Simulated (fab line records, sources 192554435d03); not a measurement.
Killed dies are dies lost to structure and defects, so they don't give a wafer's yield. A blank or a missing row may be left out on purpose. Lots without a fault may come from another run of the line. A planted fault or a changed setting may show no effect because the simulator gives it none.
A struck lot beside a sound one | flow n5_finfet | 15 steps out of a route of 1938
Sound: wafers L378.4, L378.5, L378.6. Struck: wafers L388.1, L388.3, L388.4. The cause comes at the end.
At each step with rows: each side's tool, then ch and its chambers, then its first start. Under that, the readings that differ: sound wafers | struck wafers | difference of the means | sigmas: that difference in standard deviations of wafers without a fault.
alike: readings whose means differ by less than 2 such deviations, and words and numbers that are the same on both sides. not compared: withheld readings, readings that some wafer has no value for, bounds like >300 that may hide the same value, and numbers for which the record gives no deviation and whose values overlap.
The two part at a step that has a row with sigmas, a row that says differs or no value, or rows on one side only. Numbers that don't overlap but have no deviation are shown without sigmas and don't part them. A reading that every wafer of one side lacks parts them only if that side has two wafers or more.

N5_BEOL_M8_CURE_75: cures SiCOH lowk, time 120 s.
  sound on uv_cure-02 ch 2, day 11 07:59; struck on uv_cure-02 ch 1, day 14 05:01
  alike: lamp_power_pct, wafer_temp_C_max
then, 1 step without rows for these wafers: N5_BEOL_M8_DEGAS_44 (time 60 s).
N5_BEOL_M8_PRE_CLEAN_45: time 30 s.
  sound on pvd_sputter-01, day 11 08:15; struck on pvd_sputter-02, day 14 05:26
  alike: heater_power_w
N5_BEOL_M8_ALD_77: deposits TaN, target thk 2 nm, pulse time 2 s, purge time 3 s.
  sound on ald_metal-02 ch 0,1, day 11 08:20; struck on ald_metal-03 ch 0,1,2, day 14 05:29
  alike: heater_power_w
N5_BEOL_M8_SURFACE_TREAT_79:
  sound on pvd_sputter-03, day 11 08:37; struck on pvd_sputter-01, day 14 05:54
  not compared: throttle_valve_pct
then, 1 step without rows for these wafers: N5_BEOL_M8_CVD_78 (deposits Co from CCTBA/H2, target thk 2 nm, time 142.3 s).
N5_BEOL_M8_SPUTTER_48: material Cu, target thk 10 nm, time 1.667 s.
  sound on pvd_sputter-02, day 11 09:20; struck on pvd_sputter-03, day 14 06:19
  alike: throttle_valve_pct
then, 3 steps without rows for these wafers: N5_BEOL_M8_ECD_50 (material Cu, target thk 300 nm); N5_BEOL_M8_ANNEAL_51 (time 90 s); N5_BEOL_M8_CMP_52 (polishes, stops on SiCOH lowk, t overpolish 6.9 s, target thk 80 nm).
N5_BEOL_M8_THK_MEAS_53: measures by xrf.
  sound on film_metro-01, day 11 11:40; struck on film_metro-01, day 14 07:08
  alike: M8_THK
then, 1 step without rows for these wafers: N5_BEOL_M8_PRE_CLEAN_55 (time 15 s).
N5_BEOL_M8_DEP_56: deposits SiCN from 3MS/NH3, target thk 10 nm, time 17.5 s.
  sound on pecvd-04 ch 0,1,2, day 11 11:45; struck on pecvd-04 ch 1,2, day 14 07:24
  alike: rf_fwd_power_W, showerhead_plenum_p_Torr, throttle_valve_pct
N5_BEOL_M8_RS_MEAS_57: measures by four-point-probe.
  sound on film_metro-01, day 11 11:48; struck on film_metro-01, day 14 07:28
  alike: M8_RS
-- the record jumps here: 3 days lie between the struck wafers' starts before and after (it left off in module BEOL_M8 and takes up again in module PASSIVATION, whose first step shown is number 1936 of the route) --
N5_PASSIVATION_PROBE_49:
  the record has rows for the struck wafers here (prober-01, day 17 00:24) and none for the sound ones

WHERE THEY PART
Only at N5_PASSIVATION_PROBE_49, within this record.

WHY: what the simulator had put in
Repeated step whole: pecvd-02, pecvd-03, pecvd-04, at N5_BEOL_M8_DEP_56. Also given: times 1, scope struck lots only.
